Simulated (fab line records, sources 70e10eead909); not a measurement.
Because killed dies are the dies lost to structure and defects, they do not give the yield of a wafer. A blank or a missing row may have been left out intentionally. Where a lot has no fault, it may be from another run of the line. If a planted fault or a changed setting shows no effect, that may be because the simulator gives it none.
fab line records | flow nand-harc
record: lots: 14 wafers: 42 last-day: 33
route steps=1302 shown A_M0@1137 A_BONDPAD@1227 THIN_TSV@1263 END@1302
lots untouched by any fault: they come from a run of this same line in which no faults occurred
start-h: start of the lot's first displayed wafer, in hours after the record's first day | wait-h: hours from the lot's prior step to this one | " repeats the value in the row above | L1.1+2: one row covering several wafers at once | - no value, or no start was given | * or withheld: withheld | < > ~ a bound
route shown NAME@n: names a module that has steps shown in the file, with the first one's number in the route | usual: mean/standard deviation taken from wafers without a fault | same: alike in all rows | chamber/n: place in a boat | sites: the reading at each site | _std_site: the standard deviation of these | _edge_site: mean of outer sites minus mean of inner sites | radius-mm: how far each site lies from the wafer's centre | mask NAME#n: copy n | behind: the last tool/chamber to shape the wafer | hold: what put the lot on hold/how long, in hours/how the hold closed | device: transistor that didn't switch, given as n, p or np | end of line: at the end of the route, the tests of the same wafers | for a step that has no rows: nothing shown but its recipe | killed: the dies lost at the first sort to structure and to defects; this is not the yield of the wafer | map: a wafer's dies, marking killed ones x, the rest . and places with no die _
set.NAME: the run value of the setting; set.NAME@STEP: its run value at that earlier step | model.NAME: the simulator's own value behind a step, which no gauge read
a sample of lots followed through the steps of the route, with each step as a table and each wafer as a row
services: when a tool's chamber went out of use (start-h, in hours from the record's first day, below 0 if earlier), for how many hours, and the reason
== steps ==
step: NHARC_A_M0_DEP_00
recipe: target-thk-a: 1500 target-thk-nm: 150 temp-c: withheld pressure-torr: 5 flow-sccm: 200 rf-w: 600 material: SiOC
columns lot.wafer tool chamber start-h wait-h
L635.3+2+1 pecvd-03 1,2,0 529.89 0.1
L637.1+5+4 pecvd-01 1,0,2 539.05 0.1
L639.3+1+2 pecvd-01 2,0,1 556.67 0.4
L638.2+4+6 pecvd-04 1,2,0 557.39 0.1
L640.2+1+3 pecvd-03 1,2,0 574.44 0.1
L641.1+2+6 pecvd-03 1,0,1 580.02 0.1
L643.1+3+2 pecvd-03 1,2,0 603.36 0.1
L645.3+2+6 pecvd-03 0,1,2 626.99 0.1
L647.1+2+5 pecvd-03 2,0,1 638.04 0.1
L654.3+1+4 pecvd-03 0,1,2 718.04 0.1
L656.2+1+5 pecvd-01 0,2,1 730.55 0.1
L657.2+1+5 pecvd-01 2,0,1 731.61 0.1
L655.3+1+6 pecvd-04 0,1,0 739.86 0.1
L658.2+3+4 pecvd-04 2,0,0 743.32 0.1
step: NHARC_A_BONDPAD_PVD_17
recipe: target-thk-a: 50 bias-v: 168.6 power-w: 15000 chamber-pressure-pa: 0.12 time-s: 8.06 substrate-temp-c: 50 material: TaN
usual: bias-v: 168.5/1.7 throttle-valve-pct: 30.3/1.1
columns lot.wafer tool chamber start-h wait-h bias-v throttle-valve-pct
L635.3 pvd-sputter-01 - - - 167.3 29.0
L635.2 " - " " 164.8 31.4
L635.1 " - " " 166.2 28.1
L637.4 pvd-sputter-02 - - - 168.4 31.7
L637.1 " - " " 168.8 32.0
L637.5 " - " " 170.3 29.4
L639.3 pvd-sputter-01 - - - 168.8 29.0
L639.1 " - " " 172.6 31.5
L639.2 " - " " 171.5 28.4
L638.2 pvd-sputter-02 - - - 168.1 32.2
L638.4 " - " " 168.5 30.1
L638.6 " - " " 168.7 32.0
L640.3 pvd-sputter-03 - - - 166.2 30.3
L640.2 " - " " 167.6 30.3
L640.1 " - " " 164.3 29.5
L641.2 pvd-sputter-02 - - - 169.1 32.1
L641.1 " - " " 165.5 29.7
L641.6 " - " " 168.1 29.8
L643.1 pvd-sputter-01 - - - 170.1 30.1
L643.3 " - " " 165.1 28.8
L643.2 " - " " 169.8 30.8
L645.2 pvd-sputter-02 - - - 167.3 30.0
L645.6 " - " " 165.7 30.2
L647.1 pvd-sputter-03 - - - 172.7 30.6
L647.5 " - " " 169.0 30.8
L654.1 pvd-sputter-02 - - - 170.2 31.8
L654.3 " - " " 171.5 29.4
L654.4 " - " " 167.1 29.6
L656.1 pvd-sputter-03 - - - 170.6 30.7
L656.2 " - " " 171.7 30.6
L656.5 " - " " 168.4 29.2
L657.1 pvd-sputter-03 - - - 168.1 30.7
L657.2 " - " " 169.1 29.7
L657.5 " - " " 168.5 31.0
L655.1 pvd-sputter-01 - - - 169.7 30.8
L655.3 " - " " 170.5 28.7
L655.6 " - " " 167.7 30.9
L658.4 pvd-sputter-03 - - - 169.4 29.4
L658.3 " - " " 168.1 30.6
L658.2 " - " " 169.7 30.8
step: NHARC_THIN_TSV_ETCH_15
recipe: target-depth-a: 30000 bosch-target-overetch-cycles: 2 bosch-etch-step-s: 2.8 bosch-dep-step-s: 1.2 bosch-cycles: 14
usual: drypump-motor-current-A: 5.70/0.29
same: bosch-cycles: 14
columns lot.wafer tool chamber start-h wait-h drypump-motor-current-A rf-hours-counter-h
L635.3 rie-si-02 1 557.81 - 5.29 0.6
L635.1 " 2 " " 5.88 0.5
L635.2 " 3 " " 5.71 0.6
L637.1 rie-si-01 1 565.07 - 5.98 0.0
L637.4 " 0 " " 5.47 0.1
L637.5 " 2 " " 5.62 -
L639.3 rie-si-06 3 582.80 - 5.99 0.8
L639.1 " 0 " " 6.07 0.8
L639.2 " 1 " " 5.33 0.9
L638.4 rie-si-01 0 583.86 - 5.54 0.2
L638.2 " 1 " " 5.99 0.2
L638.6 " 3 " " 5.12 -
L640.1 rie-si-02 0 601.81 - 5.95 0.9
L640.2 " 1 " " 5.35 0.8
L640.3 " 2 " " 5.92 0.7
L641.2 rie-si-02 3 606.01 - 5.73 0.8
L641.1 " 1 " " 5.34 0.9
L641.6 " 3 " " 5.74 -
L643.3 rie-si-01 0 627.84 - 5.49 0.5
L643.2 " 2 " " 5.65 0.6
L643.1 " 3 " " 5.12 0.5
L645.2 rie-si-06 3 653.60 - 6.00 0.2
L645.6 " 3 " " 6.00 -
L647.1 rie-si-02 0 663.33 - 5.94 0.2
L647.5 " 3 " " 5.72 -
L654.3 rie-si-01 1 747.49 - 6.00 0.1
L654.4 " 3 " " 5.10 0.1
L654.1 " 0 " " 5.48 0.1
L656.1 rie-si-02 1 756.37 - 5.37 0.6
L656.2 " 2 " " 5.92 0.8
L656.5 " 0 " " 5.98 -
L657.2 rie-si-06 2 757.57 - 5.53 0.9
L657.1 " 3 " " 5.99 0.8
L657.5 " 1 " " 5.32 -
L655.3 rie-si-02 3 765.59 - 5.72 0.9
L655.1 " 1 " " 5.33 0.7
L655.6 " 3 " " 5.71 -
L658.4 rie-si-06 2 766.77 - 5.52 0.9
L658.3 " 0 " " 6.05 0.8
L658.2 " 1 " " 5.33 0.9
step: NHARC_THIN_TSV_STRIP_56
recipe: power-w: 1500 temp-c: 250 chemistry: O2
usual: drypump-motor-current-A: 6.10/0.15 heater-power-w: 313/25
columns lot.wafer tool chamber start-h wait-h drypump-motor-current-A heater-power-w rf-hours-counter-h
L635.2 plasma-asher-02 0 563.38 0.1 5.98 356 28
L635.1 " 1 " " 5.89 296 28
L635.3 " 0 " " 5.97 353 -
L637.1 plasma-asher-01 1 570.81 0.1 6.24 277 9
L637.4 " 0 " " 6.15 321 -
L637.5 " 1 " " 6.27 284 -
L639.2 plasma-asher-02 0 588.44 0.1 5.97 356 34
L639.1 " 1 " " 5.90 304 34
L639.3 " 0 " " 5.98 349 -
L638.2 plasma-asher-01 0 589.48 0.1 6.19 326 12
L638.4 " 1 " " 6.25 283 -
L638.6 " 1 " " 6.28 287 -
L640.1 plasma-asher-01 1 607.79 0.2 6.22 288 17
L640.2 " 0 " " 6.20 317 17
L640.3 " 0 " " 6.19 326 -
L641.1 plasma-asher-02 0 612.01 0.1 5.96 354 0
L641.2 " 1 " " 5.88 309 0
L641.6 " 1 " " 5.86 315 -
L643.2 plasma-asher-01 1 633.51 0.1 6.26 292 24
L643.1 " 0 " " 6.18 312 24
L643.3 " 0 " " 6.18 322 -
L645.2 plasma-asher-01 1 659.27 0.1 6.24 287 29
L645.6 " 0 " " 6.18 326 -
L647.1 plasma-asher-01 0 669.43 0.2 6.18 319 30
L647.5 " 0 " " 6.16 324 -
L654.1 plasma-asher-02 0 753.50 0.1 5.96 362 30
L654.4 " 1 " " 5.88 311 -
L654.3 " 0 " " 5.96 359 -
L656.2 plasma-asher-01 0 761.98 0.1 6.20 301 12
L656.1 " 1 " " 6.29 286 12
L656.5 " 0 " " 6.19 304 -
L657.1 plasma-asher-02 1 763.30 0.1 5.88 312 32
L657.2 " 0 " " 5.98 350 32
L657.5 " 0 " " 5.99 353 -
L655.1 plasma-asher-01 0 771.38 0.1 6.19 309 14
L655.3 " 0 " " 6.20 303 -
L655.6 " 0 " " 6.22 292 -
L658.2 plasma-asher-01 1 772.58 0.1 6.27 286 14
L658.3 " 1 " " 6.27 298 -
L658.4 " 0 " " 6.20 302 -
step: NHARC_END_SORT_01
recipe: temp-c: 25
usual: defect-limited-yield: 90/3.3 killed-at-array: 61/23 killed-at-other: 1.3/1.4 killed-at-periphery: 4.0/2.6 killed-dies: 66/22 killed-open: 3.4/1.8 killed-short: 2.3/1.4
same: gross-dies: 677
columns lot.wafer tool chamber start-h wait-h defect-limited-yield[%] killed-at-array killed-at-other killed-at-periphery killed-dies killed-open killed-short
L641.1 prober-02 0 621.19 2.5 96 26 1 3 30 6 4
L641.2 prober-02 0 621.99 2.8 95 33 1 2 36 3 3
L641.6 prober-02 0 625.19 4.0 95 30 0 2 32 2 2
L645.2 prober-02 0 668.43 2.8 96 21 1 2 24 0 0
L645.3 prober-02 0 669.24 3.1 0 669 4 4 677 1 5
L645.6 prober-02 0 671.66 4.0 97 17 2 1 20 2 2
L647.1 prober-01 0 677.78 2.5 90 64 4 1 69 4 3
L647.2 prober-01 0 678.57 2.8 0 674 1 2 677 5 1
L647.5 prober-01 0 680.96 3.7 91 56 0 5 61 4 4
killed by level:class
L641.1 A_CHANNEL_HOLE_D2:chamber-film-flake=8 A_CHANNEL_HOLE_D1:chamber-film-flake=6 A_CHANNEL_FILL_D1:geometric-particle:open=2 A_SLIT:chamber-film-flake=2 A_WL_FILL:chamber-film-flake=2 P_STI:geometric-particle:open=1 P_GATE:geometric-particle:open=1 P_M2:geometric-particle:open=1
L641.2 A_CHANNEL_HOLE_D2:chamber-film-flake=18 A_CHANNEL_HOLE_D1:chamber-film-flake=4 P_ZERO_WELL:chamber-film-flake=2 A_M1:chamber-film-flake=2 A_SOURCE_PLATE:geometric-particle:open=1 A_ONON_D1:geometric-particle:short=1 A_ONON_D2:geometric-particle:open=1 A_CHANNEL_FILL_D2:geometric-particle:short=1
L641.6 A_CHANNEL_HOLE_D2:chamber-film-flake=16 A_STAIRCASE:chamber-film-flake=3 A_CHANNEL_HOLE_D1:chamber-film-flake=2 A_WL_FILL:chamber-film-flake=2 A_M1:chamber-film-flake=2 P_M0:geometric-particle:short=1 A_SOURCE_PLATE:geometric-particle:short=1 A_CHANNEL_HOLE_D2:geometric-particle:open=1
L645.2 A_CHANNEL_HOLE_D1:chamber-film-flake=9 A_CONTACT:chamber-film-flake=6 A_STAIRCASE:chamber-film-flake=4 P_ZERO_WELL:chamber-film-flake=2 A_CHANNEL_HOLE_D2:chamber-film-flake=1 A_BLC:chamber-film-flake=1 THIN_TSV:chamber-film-flake=1
L645.3 A_M0:area-dep=645 A_CHANNEL_HOLE_D1:chamber-film-flake=7 A_CONTACT:chamber-film-flake=6 THIN_TSV:chamber-film-flake=4 A_STAIRCASE:chamber-film-flake=3 P_ZERO_WELL:chamber-film-flake=2 A_SLIT:chamber-film-flake=2 P_STI:geometric-particle:short=1
L645.6 A_CHANNEL_HOLE_D1:chamber-film-flake=7 A_CONTACT:chamber-film-flake=3 A_STAIRCASE:chamber-film-flake=2 THIN_TSV:chamber-film-flake=2 P_GATE:geometric-particle:open=1 A_SOURCE_PLATE:geometric-particle:short=1 A_DECK1_JOINT:geometric-particle:open=1 A_CHANNEL_FILL_D2:geometric-particle:short=1
L647.1 A_SLIT:chamber-film-flake=28 A_CHANNEL_HOLE_D2:chamber-film-flake=16 A_CHANNEL_HOLE_D1:chamber-film-flake=6 A_CONTACT:chamber-film-flake=5 THIN_TSV:chamber-film-flake=3 A_ONON_D1:geometric-particle:open=1 A_SGD_CUT:geometric-particle:short=1 A_WL_FILL:geometric-particle:short=1
L647.2 A_M0:area-dep=604 A_SLIT:chamber-film-flake=31 A_CHANNEL_HOLE_D2:chamber-film-flake=13 A_CONTACT:chamber-film-flake=11 A_CHANNEL_HOLE_D1:chamber-film-flake=5 A_M0:geometric-particle:open=2 A_STAIRCASE:chamber-film-flake=2 A_WL_FILL:chamber-film-flake=2
L647.5 A_SLIT:chamber-film-flake=23 A_CHANNEL_HOLE_D2:chamber-film-flake=13 A_STAIRCASE:chamber-film-flake=6 A_CONTACT:chamber-film-flake=6 A_CHANNEL_FILL_D1:geometric-particle:open=2 A_CHANNEL_FILL_D2:geometric-particle:short=2 A_CHANNEL_HOLE_D1:chamber-film-flake=2 P_STI:geometric-particle:short=1
== services ==
columns tool chamber start-h hours kind
plasma-asher-01 - 519.22 9.0 pm
pvd-sputter-03 - 526.10 10.0 pm
pecvd-03 - 538.63 3.2 repair
rie-si-01 - 547.00 9.0 pm
pecvd-03 - 547.25 13.0 pm
rie-si-02 - 585.43 0.8 repair
pecvd-01 2 596.44 11.5 repair
pvd-sputter-01 - 598.10 3.7 repair
plasma-asher-02 - 603.00 9.0 pm
rie-si-02 - 631.00 9.0 pm
pvd-sputter-02 - 638.02 10.0 pm
rie-si-02 1 657.40 9.4 repair
pecvd-01 - 673.06 13.0 pm
pecvd-01 - 694.62 0.5 repair
pvd-sputter-02 - 695.63 11.6 repair
plasma-asher-01 - 696.22 9.0 pm
pecvd-01 - 701.00 0.8 repair
pvd-sputter-03 - 704.10 10.0 pm
rie-si-01 - 724.00 9.0 pm
pecvd-03 - 728.39 13.0 pm
pvd-sputter-02 - 746.46 4.0 repair
plasma-asher-01 - 747.05 1.4 repair
pecvd-01 - 753.38 1.3 repair
pecvd-03 2 771.75 9.2 repair
== key ==
first-sign: step: NHARC_END_SORT_01 reading: defect-limited-yield direction: down sigmas: 27 usual: 90 struck: 0
effect: step: NHARC_END_SORT_01 reading: killed-dies direction: up sigmas: 27 usual: 66 struck: 677
more-kills-born-at: NHARC_A_M0_DEP_00@pecvd-03: 1249
met-at NHARC_A_M0_DEP_00
struck-lots L645,L647
struck-wafers L645.3,L647.2
later-rows-left-out L645.3,L647.2
not-acting-at NHARC_A_BONDPAD_PVD_17,NHARC_THIN_TSV_ETCH_15,NHARC_THIN_TSV_STRIP_56
onset-between 603.36 626.99
fault: kind: process-parameter-drift tool: pecvd-03 chamber: 0 onset-h: 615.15 steps: NHARC_A_M0_DEP_00 channel: target-thk-a offset: * shape: step end-h: 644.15 acts-in: * stated: *
later-rows-left-out: the simulator's readings of these wafers behind a module that went badly wrong aren't trusted and aren't shown, but for the sort
